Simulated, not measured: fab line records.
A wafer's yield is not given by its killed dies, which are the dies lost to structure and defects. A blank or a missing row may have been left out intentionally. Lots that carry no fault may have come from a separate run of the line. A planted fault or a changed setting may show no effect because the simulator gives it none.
Which tool is to blame? + flow nand harc + 42 wafers from 14 lots sampled at 3 of the route's 1302 steps

WHAT THE GAUGES READ, wafer by wafer
NHARC_P_M0_THK_MEAS_24: measures by xrf. Usual: thk nm 117.2 nm, standard deviation 1.3.
| lot  | measured     | on            | thk nm (nm)       | flag |
|------|--------------|---------------|-------------------|------|
| L503 | day 6 07:49  | film metro-02 | 118.5 116.4 116.6 |      |
| L504 | day 6 19:58  | film metro-01 | 117.6 116.6 115.8 |      |
| L511 | day 9 13:22  | film metro-01 | 116.0 117.8 116.6 |      |
| L513 | day 10 01:53 | film metro-01 | 117.8 116.7 120.1 |      |
| L517 | day 12 06:29 | film metro-01 | 117.0 118.3 116.9 |      |
| L518 | day 12 16:23 | film metro-02 | 116.1 116.8 116.3 |      |
| L519 | day 13 05:59 | film metro-02 | 119.4 115.7 117.9 |      |
| L520 | day 13 06:41 | film metro-02 | 116.3 116.7 118.3 |      |
| L521 | day 13 13:33 | film metro-01 | 119.0 118.1 116.3 |      |
| L522 | day 13 21:08 | film metro-01 | 116.4 117.7 118.2 |      |
| L523 | day 14 11:17 | film metro-02 | 118.2 115.9 120.2 |      |
| L524 | day 14 21:15 | film metro-02 | 116.5 116.9 115.7 |      |
| L525 | day 15 09:25 | film metro-01 | 118.4 117.3 116.1 |      |
| L526 | day 15 22:34 | film metro-01 | 115.6 116.7 116.3 |      |

WHICH TOOL RAN EACH LOT (tool, then ch and the chambers of the sampled wafers, then the start)
| lot  | NHARC_P_CONTACT_DEGAS_38     | NHARC_P_M0_DEGAS_28          |
|------|------------------------------|------------------------------|
| L503 | pvd sputter-03, day 6 02:46  | pvd sputter-02, day 6 06:25  |
| L504 | pvd sputter-03, day 6 15:05  | pvd sputter-01, day 6 18:34  |
| L511 | pvd sputter-03, day 9 08:34  | pvd sputter-03, day 9 11:57  |
| L513 | pvd sputter-02, day 9 20:59  | pvd sputter-02, day 10 00:31 |
| L517 | pvd sputter-03, day 12 01:33 | pvd sputter-01, day 12 05:05 |
| L518 | pvd sputter-01, day 12 11:22 | pvd sputter-01, day 12 14:59 |
| L519 | pvd sputter-01, day 13 00:55 | pvd sputter-03, day 13 04:31 |
| L520 | pvd sputter-01, day 13 01:25 | pvd sputter-03, day 13 05:16 |
| L521 | pvd sputter-03, day 13 08:37 | pvd sputter-01, day 13 12:09 |
| L522 | pvd sputter-01, day 13 16:12 | pvd sputter-02, day 13 19:44 |
| L523 | pvd sputter-03, day 14 06:30 | pvd sputter-01, day 14 09:55 |
| L524 | pvd sputter-02, day 14 16:14 | pvd sputter-02, day 14 19:46 |
| L525 | pvd sputter-02, day 15 04:38 | pvd sputter-02, day 15 08:00 |
| L526 | pvd sputter-03, day 15 17:45 | pvd sputter-01, day 15 21:11 |
- NHARC_P_CONTACT_DEGAS_38: time 60 s.
- NHARC_P_M0_DEGAS_28: time 60 s.

WHAT THE TOOLS THEMSELVES READ (means of the sampled wafers that have a number; where no wafer has one, the mark that the record gives instead)
NHARC_P_CONTACT_DEGAS_38. Usual: heater power w 471 W, standard deviation 40.
| lot  | tool           | heater power w (W) | flag |
|------|----------------|--------------------|------|
| L503 | pvd sputter-03 | 475                |      |
| L504 | pvd sputter-03 | 494                |      |
| L511 | pvd sputter-03 | 452                |      |
| L513 | pvd sputter-02 | 451                |      |
| L517 | pvd sputter-03 | 467                |      |
| L518 | pvd sputter-01 | 451                |      |
| L519 | pvd sputter-01 | 486                |      |
| L520 | pvd sputter-01 | 492                |      |
| L521 | pvd sputter-03 | 498                |      |
| L522 | pvd sputter-01 | 456                |      |
| L523 | pvd sputter-03 | 492                |      |
| L524 | pvd sputter-02 | 452                |      |
| L525 | pvd sputter-02 | 420                |      |
| L526 | pvd sputter-03 | 493                |      |

NHARC_P_M0_DEGAS_28. Usual: heater power w 336 W, standard deviation 29.
| lot  | tool           | heater power w (W) | flag |
|------|----------------|--------------------|------|
| L503 | pvd sputter-02 | 296                |      |
| L504 | pvd sputter-01 | 333                |      |
| L511 | pvd sputter-03 | 357                |      |
| L513 | pvd sputter-02 | 330                |      |
| L517 | pvd sputter-01 | 322                |      |
| L518 | pvd sputter-01 | 351                |      |
| L519 | pvd sputter-03 | 340                |      |
| L520 | pvd sputter-03 | 344                |      |
| L521 | pvd sputter-01 | 364                |      |
| L522 | pvd sputter-02 | 337                |      |
| L523 | pvd sputter-01 | 347                |      |
| L524 | pvd sputter-02 | 307                |      |
| L525 | pvd sputter-02 | 303                |      |
| L526 | pvd sputter-01 | 345                |      |

THE ANSWER, worked out from the rows above alone
Rule: take the mean of a lot's wafers that have a number; if it is more than 3 standard deviations from the usual mean, the lot is off. A lot without any number at a reading at which 4 lots or more have one is off too. Any other lot the step has rows for is counted as sound. After the gauges, taken in route order, come the tools' own readings; for these a lot's mean is taken, as printed above. At the first step where some lot is off, the reading lying furthest off is the one used; lots without a number count as furthest.
Nothing can be told from this: no lot is off at any reading shown.

WHAT THE SIMULATOR PUT IN
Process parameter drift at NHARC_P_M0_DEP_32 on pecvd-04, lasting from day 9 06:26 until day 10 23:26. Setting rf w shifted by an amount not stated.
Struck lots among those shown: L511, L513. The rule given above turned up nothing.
